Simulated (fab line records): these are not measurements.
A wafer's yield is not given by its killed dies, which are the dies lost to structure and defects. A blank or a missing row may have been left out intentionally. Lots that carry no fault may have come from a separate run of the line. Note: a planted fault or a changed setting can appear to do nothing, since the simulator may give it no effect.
Matching of chambers + flow n5 finfet + cmp-04 running N5_BEOL_M8_CMP_52: 4 sister chambers
The step polishes, stops on SiCOH lowk, t overpolish 6.9 s, target thk 80 nm. 14 wafers are shown with their chamber, then 7 later ones without.

EACH WAFER AND ITS CHAMBER
| wafer  | chamber | motor current A (A) | time to endpoint s (s) | clearing platen down force psi (psi) |
|--------|---------|---------------------|------------------------|--------------------------------------|
| L082.2 | 3       | 5.3                 | 66.5                   | 1.4954                               |
| L082.3 | 2       | 6.3                 | 62.7                   | 1.5037                               |
| L082.6 | 0       | 5.9                 | 64.1                   | 1.4981                               |
| L083.2 | 1       | 5.1                 | 58.1                   | 1.5006                               |
| L083.5 | 3       | 5.4                 | 61.2                   | 1.5011                               |
| L083.6 | 0       | 6.2                 | 68.6                   | 1.4995                               |
| L085.1 | 3       | 5.3                 | 63.7                   | 1.4970                               |
| L085.4 | 1       | 5.3                 | 61.0                   | 1.5045                               |
| L085.6 | 3       | 5.4                 | 62.8                   | 1.4986                               |
| L087.1 | 0       | 6.1                 | 65.9                   | 1.4962                               |
| L087.4 | 2       | 6.2                 | 62.4                   | 1.5011                               |
| L087.5 | 2       | 6.3                 | 61.4                   | 1.5036                               |
| L093.1 | 3       | 5.4                 | 59.1                   | 1.5031                               |
| L093.3 | 0       | 6.0                 | 65.6                   | 1.5016                               |

SIGNATURES (averages over the wafers above)
| reading                        | chamber 0 | chamber 1 | chamber 2 | chamber 3 | scatter within a chamber |
|--------------------------------|-----------|-----------|-----------|-----------|--------------------------|
| motor current A                | 6.050     | 5.200     | 6.267     | 5.360     | 0.0942                   |
| time to endpoint s             | 66.050    | 59.550    | 62.167    | 62.660    | 2.15                     |
| clearing platen down force psi | 1.498850  | 1.502550  | 1.502800  | 1.499040  | 0.00257                  |
Rule: for a wafer and a chamber, the distance is found by dividing, reading by reading, the gap between the wafer's reading and the chamber's mean by the reading's scatter, squaring, summing and taking the root. The wafer belongs to the nearest chamber; if the next one is less than 2 further off, it can't be placed. The scatter: take each reading less its chamber's mean, square it, sum over the shown wafers, divide by the number of wafers less the number of chambers, and take the root.

WAFERS WITHOUT THEIR CHAMBER
| wafer  | motor current A (A) | time to endpoint s (s) | clearing platen down force psi (psi) |
|--------|---------------------|------------------------|--------------------------------------|
| L093.6 | 6.0                 | 63.3                   | 1.5014                               |
| L094.2 | 5.2                 | 61.0                   | 1.5012                               |
| L094.3 | 6.3                 | 69.6                   | 1.5015                               |
| L094.5 | 5.6                 | 60.0                   | 1.5029                               |
| L095.1 | 5.8                 | 55.1                   | 1.4992                               |
| L095.3 | 4.9                 | 59.8                   | 1.4998                               |
| L095.4 | 6.2                 | 61.9                   | 1.5020                               |

WHICH CHAMBER EACH ONE RAN IN
| wafer  | from the rows above               | in truth |
|--------|-----------------------------------|----------|
| L093.6 | can't be placed: 0 or 2           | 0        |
| L094.2 | can't be placed: 1 or 3           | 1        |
| L094.3 | can't be placed: 0 or 2           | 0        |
| L094.5 | can't be placed: 3 or 1           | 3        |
| L095.1 | can't be placed: 0 or 3 or 2 or 1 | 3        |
| L095.3 | can't be placed: 1 or 3           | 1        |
| L095.4 | 2                                 | 2        |
1 of 7 placed correctly. Cannot be placed on the basis of these rows: 6; the candidates contain the true chamber in 6. 0 placed wrongly.
